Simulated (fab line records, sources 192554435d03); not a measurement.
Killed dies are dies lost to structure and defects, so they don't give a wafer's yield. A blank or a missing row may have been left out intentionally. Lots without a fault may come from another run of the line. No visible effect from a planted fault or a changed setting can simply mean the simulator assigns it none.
Which of the tools did it?	flow n5_finfet	8 lots, 24 wafers sampled, at 6 steps of a route of 1938

== WHAT EACH GAUGE READ, for each wafer ==
N5_BEOL_M0_SAQP_CD_MEAS_40: target cd 30 nm. Usual: cd_nm reads 30.05 nm (standard deviation 0.23).
lot	measured	on	cd_nm (nm)	flag
L373	day 5 14:54	cd_sem-01	29.73 30.05 30.06	
L378	day 6 20:04	cd_sem-01	30.04 29.94 29.77	
L379	day 7 03:13	cd_sem-01	29.85 30.43 29.79	
L380	day 7 11:23	cd_sem-02	30.40 30.07 29.90	
L390	day 9 17:50	cd_sem-03	30.10 30.18 29.98	
L391	day 10 02:23	cd_sem-02	30.29 29.66 30.04	
L392	day 10 07:58	cd_sem-02	30.43 30.39 30.07	
L395	day 11 15:19	cd_sem-03	30.03 30.13 30.03	

N5_BEOL_M4_RC_MEAS_101. Usual: DIBL_N 36.1 mV/V, standard deviation 1.3; DIBL_P 36.1 mV/V, standard deviation 1.7; IOFF_N 0.154 nA/um, standard deviation 0.022; IOFF_P 0.201 nA/um, standard deviation 0.024; ION_N 675 uA/um, standard deviation 8.9; ION_P 462 uA/um, standard deviation 5.9; SS_N 71.5 mV/dec, standard deviation 0.49; SS_P 73.3 mV/dec, standard deviation 0.58; VT_N 250.0 mV, standard deviation 2.7; VT_P -251.3 mV, standard deviation 2.7.
lot	measured	on	DIBL_N (mV/V)	DIBL_P (mV/V)	IOFF_N (nA/um)	IOFF_P (nA/um)	ION_N (uA/um)	ION_P (uA/um)	SS_N (mV/dec)	SS_P (mV/dec)	VT_N (mV)	VT_P (mV)	flag
L373	day 7 20:01	prober-01	35.6 35.7 35.3	34.7 34.9 34.9	0.148 0.151 0.147	0.194 0.200 0.196	674 688 678	468 470 463	71.6 72.3 72.2	73.1 73.5 72.6	249.6 249.3 247.7	-251.0 -249.6 -250.2	
L390	day 12 23:49	prober-02	36.5 36.1 35.8	37.5 37.5 37.1	0.156 0.160 0.146	0.221 0.216 0.205	674 676 665	468 470 464	71.2 72.1 72.0	73.8 72.7 72.9	251.3 251.1 253.0	-248.6 -247.2 -247.0	
L391	day 12 20:43	prober-02	36.0 36.6 34.9	36.7 36.9 35.4	0.141 0.141 0.122	0.183 0.189 0.162	668 667 659	455 456 453	70.9 71.6 70.7	73.6 73.5 72.5	250.3 252.9 253.9	-252.3 -256.0 -256.0	
L392	day 13 01:31	prober-01	35.4 34.2 36.5	35.5 33.2 36.5	0.150 0.120 0.167	0.197 0.163 0.208	676 666 680	465 456 468	71.8 71.3 72.3	72.6 72.9 73.0	249.4 252.3 248.5	-252.2 -252.5 -249.7	
L395	day 14 07:29	prober-02	38.7 37.4 36.1	39.5 38.0 36.4	0.196 0.174 0.147	0.268 0.247 0.211	696 681 670	478 470 464	72.4 72.2 71.9	73.9 73.6 73.0	244.5 245.3 251.1	-245.7 -248.8 -247.4	

== WHICH TOOL RAN EACH LOT (tool, then ch and the chambers of the sampled wafers, then the start) ==
lot	N5_BEOL_M0_CUTY_ETCH_62	N5_BEOL_M0_CUTY_ETCH_63	N5_BEOL_M0_ETCH_138	N5_BEOL_M0_STRIP_142
L373	rie_diel-02 ch 2,3, day 5 16:27	rie_diel-02 ch 2,3, day 5 16:30	rie_diel-02 ch 2,3, day 5 16:37	rie_diel-06 ch 0,1, day 5 18:04
L378	rie_diel-01 ch 0,2, day 6 22:05	rie_diel-01 ch 0,2, day 6 22:08	-	-
L379	rie_diel-02 ch 0,2,3, day 7 04:39	rie_diel-02 ch 0,2,3, day 7 04:42	-	-
L380	rie_diel-02 ch 0,1,3, day 7 12:55	rie_diel-02 ch 0,1,3, day 7 12:58	-	-
L390	rie_diel-02 ch 0,1,3, day 9 19:24	rie_diel-02 ch 0,1,3, day 9 19:27	rie_diel-02 ch 0,1,3, day 9 19:34	rie_diel-01 ch 0,1,3, day 9 21:25
L391	rie_diel-01 ch 0,1,3, day 10 03:58	rie_diel-01 ch 0,1,3, day 10 04:01	rie_diel-01 ch 0,1,3, day 10 04:08	rie_diel-02 ch 2,3, day 10 07:22
L392	rie_diel-02 ch 1,2,3, day 10 10:10	rie_diel-02 ch 1,2,3, day 10 10:13	rie_diel-02 ch 1,2,3, day 10 10:20	rie_diel-01 ch 0,1,2, day 10 11:12
L395	rie_diel-02 ch 0,1,3, day 11 17:05	rie_diel-02 ch 0,1,3, day 11 17:08	rie_diel-02 ch 0,1,3, day 11 17:16	rie_diel-02 ch 1,2, day 11 19:01
- N5_BEOL_M0_CUTY_ETCH_62: etches SiARC in CF4, time 58.5 s.
- N5_BEOL_M0_CUTY_ETCH_63: etches SOC in N2/H2, target depth 82.7 nm, overetch 16.5 nm, time 124 s.
- N5_BEOL_M0_ETCH_138: etches SiCN in CH3F/O2, target depth 12 nm, time 31.6 s.
- N5_BEOL_M0_STRIP_142: strips in N2/H2, time 10 s.

== AS READ BY THE TOOLS THEMSELVES (means over the sampled wafers that have a number; for cases with no such wafer, the mark the record gives instead) ==
N5_BEOL_M0_CUTY_ETCH_62. Usual: bias_w 35.98 W, standard deviation 0.11; cf4_flow_sccm 100.0 sccm, standard deviation 0.3; chamber_pressure_mTorr 40.00 mTorr, standard deviation 0.04; drypump_motor_current_A 5.6 A, standard deviation 0.3; etch_rf_on_time_s 57.7 s, standard deviation 0.76; oes_product_au 0.69 a.u., standard deviation 0.081; rf_vpp_V 184.0 V, standard deviation 1.1; showerhead_plenum_p_Torr 2.14 Torr, standard deviation 0.061; throttle_valve_pct 15.45 %, standard deviation 0.22.
lot	tool	bias_w (W)	cf4_flow_sccm (sccm)	chamber_pressure_mTorr (mTorr)	drypump_motor_current_A (A)	etch_rf_on_time_s (s)	oes_product_au (a.u.)	rf_vpp_V (V)	showerhead_plenum_p_Torr (Torr)	throttle_valve_pct (%)	flag
L373	rie_diel-02	35.93	100.0	39.99	5.5	56.5	0.76	184.1	2.14	15.33	
L378	rie_diel-01	-	-	-	-	-	-	-	-	-	OFF
L379	rie_diel-02	-	-	-	-	-	-	-	-	-	OFF
L380	rie_diel-02	-	-	-	-	-	-	-	-	-	OFF
L390	rie_diel-02	36.04	100.0	40.01	5.6	57.3	0.66	184.0	2.17	15.43	
L391	rie_diel-01	35.96	100.3	40.02	5.7	58.1	0.73	184.2	2.10	15.63	
L392	rie_diel-02	35.96	100.2	39.98	5.5	57.8	0.70	184.5	2.13	15.42	
L395	rie_diel-02	35.97	99.9	39.98	5.7	57.9	0.65	183.8	2.17	15.47	

N5_BEOL_M0_CUTY_ETCH_63. Usual: bias_w is 150.0 W with standard deviation 0.45, chamber_pressure_mTorr is 30.001 mTorr with standard deviation 0.027, drypump_motor_current_A is 5.6 A with standard deviation 0.31, oes_product_au is 0.66 a.u. with standard deviation 0.074, rf_vpp_V is 523.8 V with standard deviation 2.4, showerhead_plenum_p_Torr is 2.54 Torr with standard deviation 0.078, and throttle_valve_pct is 17.69 % with standard deviation 0.2.
lot	tool	bias_w (W)	chamber_pressure_mTorr (mTorr)	drypump_motor_current_A (A)	oes_product_au (a.u.)	rf_vpp_V (V)	showerhead_plenum_p_Torr (Torr)	throttle_valve_pct (%)	flag
L373	rie_diel-02	149.8	30.009	5.5	0.71	524.2	2.55	17.59	
L378	rie_diel-01	149.9	30.001	5.4	0.28	522.4	2.49	17.83	OFF
L379	rie_diel-02	150.2	30.024	5.6	0.29	524.4	2.59	17.57	OFF
L380	rie_diel-02	150.3	30.004	5.6	0.30	525.6	2.59	17.58	OFF
L390	rie_diel-02	149.7	30.013	5.6	0.63	524.8	2.59	17.66	
L391	rie_diel-01	149.9	29.999	5.7	0.69	523.0	2.49	17.82	
L392	rie_diel-02	150.1	29.989	5.6	0.67	524.5	2.53	17.67	
L395	rie_diel-02	149.9	29.966	5.7	0.62	524.5	2.58	17.68	

N5_BEOL_M0_ETCH_138. Usual: CH3F_flow_sccm 29.99 sccm, standard deviation 0.085; O2_flow_sccm 20.00 sccm, standard deviation 0.055; bias_w 75.00 W, standard deviation 0.2; chamber_pressure_mTorr 30.002 mTorr, standard deviation 0.026; drypump_motor_current_A 5.6 A, standard deviation 0.3; etch_rf_on_time_s 28.7 s, standard deviation 0.67; oes_product_au 0.69 a.u., standard deviation 0.082; rf_vpp_V 297.2 V, standard deviation 1.6; showerhead_plenum_p_Torr 2.00 Torr, standard deviation 0.063; throttle_valve_pct 16.17 %, standard deviation 0.22.
lot	tool	CH3F_flow_sccm (sccm)	O2_flow_sccm (sccm)	bias_w (W)	chamber_pressure_mTorr (mTorr)	drypump_motor_current_A (A)	etch_rf_on_time_s (s)	oes_product_au (a.u.)	rf_vpp_V (V)	showerhead_plenum_p_Torr (Torr)	throttle_valve_pct (%)	flag
L373	rie_diel-02	29.98	20.00	75.28	30.006	5.5	27.8	0.74	298.1	2.00	16.05	
L390	rie_diel-02	29.99	20.02	74.94	30.016	5.6	28.7	0.66	297.8	2.04	16.16	
L391	rie_diel-01	29.96	19.97	75.04	30.015	5.7	28.9	0.73	296.4	1.97	16.34	
L392	rie_diel-02	30.07	20.00	75.05	29.997	5.6	29.5	0.69	297.5	1.99	16.14	
L395	rie_diel-02	29.90	20.03	74.96	29.998	5.7	29.0	0.65	298.4	2.03	16.18	

N5_BEOL_M0_STRIP_142. Usual: chamber_pressure_mTorr 20.000 mTorr, standard deviation 0.017; drypump_motor_current_A 5.7 A, standard deviation 0.37; oes_product_au 0.81 a.u., standard deviation 0.1; rf_vpp_V 59.1 V, standard deviation 0.91; showerhead_plenum_p_Torr 2.52 Torr, standard deviation 0.076; throttle_valve_pct 23.55 %, standard deviation 0.25.
lot	tool	chamber_pressure_mTorr (mTorr)	drypump_motor_current_A (A)	oes_product_au (a.u.)	rf_vpp_V (V)	showerhead_plenum_p_Torr (Torr)	throttle_valve_pct (%)	flag
L373	rie_diel-06	20.008	5.4	0.83	59.1	2.65	23.46	
L390	rie_diel-01	19.996	5.7	0.84	58.8	2.49	23.63	
L391	rie_diel-02	20.002	5.5	0.81	59.2	2.53	23.49	
L392	rie_diel-01	19.986	5.5	0.82	58.5	2.48	23.62	
L395	rie_diel-02	19.995	5.8	0.85	60.3	2.48	23.54	

== THE ANSWER, worked out from the rows above alone ==
Rule: a lot is off if the mean of its wafers that have a number lies more than 3 standard deviations from the usual mean. A lot without any number at a reading at which 4 lots or more have one is off too. All remaining lots with rows at the step are treated as sound. The gauges are gone through in route order, then the tools' own readings, and for those a lot's mean is taken as printed above. The first step at which some lot is off is used, and at that step the reading that is off furthest; a lot without a number counts as furthest.
Off: L378, L379, L380 (N5_BEOL_M0_CUTY_ETCH_62, bias_w). Without a number there: L378, L379, L380.
If a tool, at that step or one of the process steps before it, ran each lot that is off and ran no sound lot following the first of them, it fits. Not one of the candidates tried fits.

== WHAT WAS PUT IN BY THE SIMULATOR ==
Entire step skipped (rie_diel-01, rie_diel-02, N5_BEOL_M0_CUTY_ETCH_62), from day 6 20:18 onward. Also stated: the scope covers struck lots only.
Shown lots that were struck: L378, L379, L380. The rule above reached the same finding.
